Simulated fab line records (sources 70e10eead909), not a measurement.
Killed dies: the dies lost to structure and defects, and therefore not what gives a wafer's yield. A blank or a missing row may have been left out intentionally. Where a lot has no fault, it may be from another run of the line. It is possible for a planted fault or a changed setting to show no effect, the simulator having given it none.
Comparing a struck lot with a sound one	flow nand_harc	13 steps out of a route of 1302
Sound: wafers L538.2, L538.4, L538.6. Wafers L560.2, L560.3, L560.6 were the ones struck. The cause comes at the end.
Per side, at each step with rows, come the tool, then ch with its chambers, and then its first start. Under that, the readings that differ: sound wafers	struck wafers	difference of the means	sigmas: that difference in standard deviations of wafers without a fault.
alike: readings with means less than 2 such deviations apart, plus words and numbers identical on both sides. not compared: withheld readings, readings lacking a value on some wafer, bounds such as >300 that could conceal the same value, and numbers that have no deviation in the record and whose values overlap.
A row with sigmas, a row that says differs or no value, or rows on one side alone: a step with any of these is where the two part. Non-overlapping numbers with no deviation appear without sigmas and do not part them. A reading missing from all wafers of one side parts the sides only when that side holds two or more wafers.

NHARC_P_CONTACT_CMP_24: polishes, t overpolish 30 s, target thk 200 nm.
  sound on cmp-04 ch 2,3, day 6 18:55; struck on cmp-01 ch 0,1,3, day 15 23:59
reading	sound	struck	difference	sigmas
retaining_ring_pressure_frac	1.017 1.003 1.001	0.994 0.996 0.998	-0.011	-2
  alike: motor_current_A, overpolish_run_s, time_to_endpoint_s
after that, 1 step had no rows for these wafers: NHARC_P_CONTACT_SRD_26.
NHARC_P_CONTACT_INSPECT_27:
  sound on defect_inspect-01, day 6 19:19; struck on defect_inspect-01, day 16 00:23
  alike: raw_defect_count
then, 8 steps without rows for these wafers: NHARC_P_M0_DEP_00 (deposits SiOC, target thk 150 nm); NHARC_P_M0_DEHYDRATE_01 (time 120 s); NHARC_P_M0_HMDS_02 (time 30 s); NHARC_P_M0_COAT_33 (time 65 s); NHARC_P_M0_COAT_03 (resist thk 90 nm); NHARC_P_M0_SOFTBAKE_04 (time 55 s); NHARC_P_M0_EBR_05; NHARC_P_M0_EXPOSE_06 (exposes mask P M0, target cd 90 nm).
NHARC_P_M0_PEB_07: peb time 65 s.
  sound on litho_track-01 ch 0, day 6 20:08; struck on litho_track-06 ch 0, day 16 01:13
reading	sound	struck	difference	sigmas
heater_power_total_W (W)	156.4 156.6 156.9	148.0 147.9 147.5	-8.8	-21
plate_temp_C (C)	100.00 100.01 100.04	96.17 96.01 96.05	-3.94	-28
then, 1 step without rows for these wafers: NHARC_P_M0_DEVELOP_08 (develop time 35 s).

## WHERE THEY PART
At NHARC_P_CONTACT_CMP_24 first; at NHARC_P_M0_PEB_07 last (within this record only).

WHY: what the simulator had put in
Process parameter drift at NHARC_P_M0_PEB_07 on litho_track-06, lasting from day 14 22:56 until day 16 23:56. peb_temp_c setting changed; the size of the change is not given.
